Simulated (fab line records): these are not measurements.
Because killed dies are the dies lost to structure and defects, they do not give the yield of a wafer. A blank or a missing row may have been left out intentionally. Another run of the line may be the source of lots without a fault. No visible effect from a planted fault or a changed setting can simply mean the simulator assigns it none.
Matching of chambers :: flow nand-harc :: rie-diel-07 running NHARC_P_BONDPAD_ACTIVATE_29: 4 sister chambers
The step chemistry N2, time 60 s. 7 wafers are shown with their chamber, then 7 later ones without.

== EACH WAFER AND ITS CHAMBER ==
wafer: L080.3
chamber: 1
showerhead-plenum-p-Torr (Torr): 1.90
drypump-motor-current-A (A): 6.3

wafer: L080.5
chamber: 2
showerhead-plenum-p-Torr (Torr): 1.77
drypump-motor-current-A (A): 5.2

wafer: L081.4
chamber: 2
showerhead-plenum-p-Torr (Torr): 1.77
drypump-motor-current-A (A): 5.2

wafer: L086.5
chamber: 0
showerhead-plenum-p-Torr (Torr): 1.71
drypump-motor-current-A (A): 5.9

wafer: L086.6
chamber: 3
showerhead-plenum-p-Torr (Torr): 1.67
drypump-motor-current-A (A): 5.7

wafer: L091.3
chamber: 0
showerhead-plenum-p-Torr (Torr): 1.70
drypump-motor-current-A (A): 6.0

wafer: L091.4
chamber: 3
showerhead-plenum-p-Torr (Torr): 1.66
drypump-motor-current-A (A): 5.7

== WAFERS WITH NO CHAMBER GIVEN ==
wafer: L091.6
showerhead-plenum-p-Torr (Torr): 1.66
drypump-motor-current-A (A): 5.7

wafer: L094.1
showerhead-plenum-p-Torr (Torr): 1.90
drypump-motor-current-A (A): 6.3

wafer: L094.2
showerhead-plenum-p-Torr (Torr): 1.77
drypump-motor-current-A (A): 5.2

wafer: L094.4
showerhead-plenum-p-Torr (Torr): 1.66
drypump-motor-current-A (A): 5.7

wafer: L096.1
showerhead-plenum-p-Torr (Torr): 1.77
drypump-motor-current-A (A): 5.2

wafer: L096.2
showerhead-plenum-p-Torr (Torr): 1.66
drypump-motor-current-A (A): 5.7

wafer: L096.6
showerhead-plenum-p-Torr (Torr): 1.77
drypump-motor-current-A (A): 5.2

== WHICH CHAMBER EACH ONE RAN IN ==
wafer: L091.6
from the rows above: 3
in truth: 3

wafer: L094.1
from the rows above: 1
in truth: 1

wafer: L094.2
from the rows above: 2
in truth: 2

wafer: L094.4
from the rows above: 3
in truth: 3

wafer: L096.1
from the rows above: 2
in truth: 2

wafer: L096.2
from the rows above: 3
in truth: 3

wafer: L096.6
from the rows above: 2
in truth: 2
Placed correctly: 7 of 7. From these rows, 0 cannot be placed. 0 placed wrongly.
How it was worked out, from the rows above alone: a wafer's distance from a chamber is the root of the sum, over the readings, of the square of ((its reading less the chamber's mean) divided by the reading's scatter). The wafer belongs to the nearest chamber; if the next one is less than 2 further off, it can't be placed. A chamber's mean is the mean of its shown wafers. How the scatter is found: for the shown wafers, subtract from each reading the mean of its chamber, square and add these, divide the total by (wafers less chambers), then take the root.
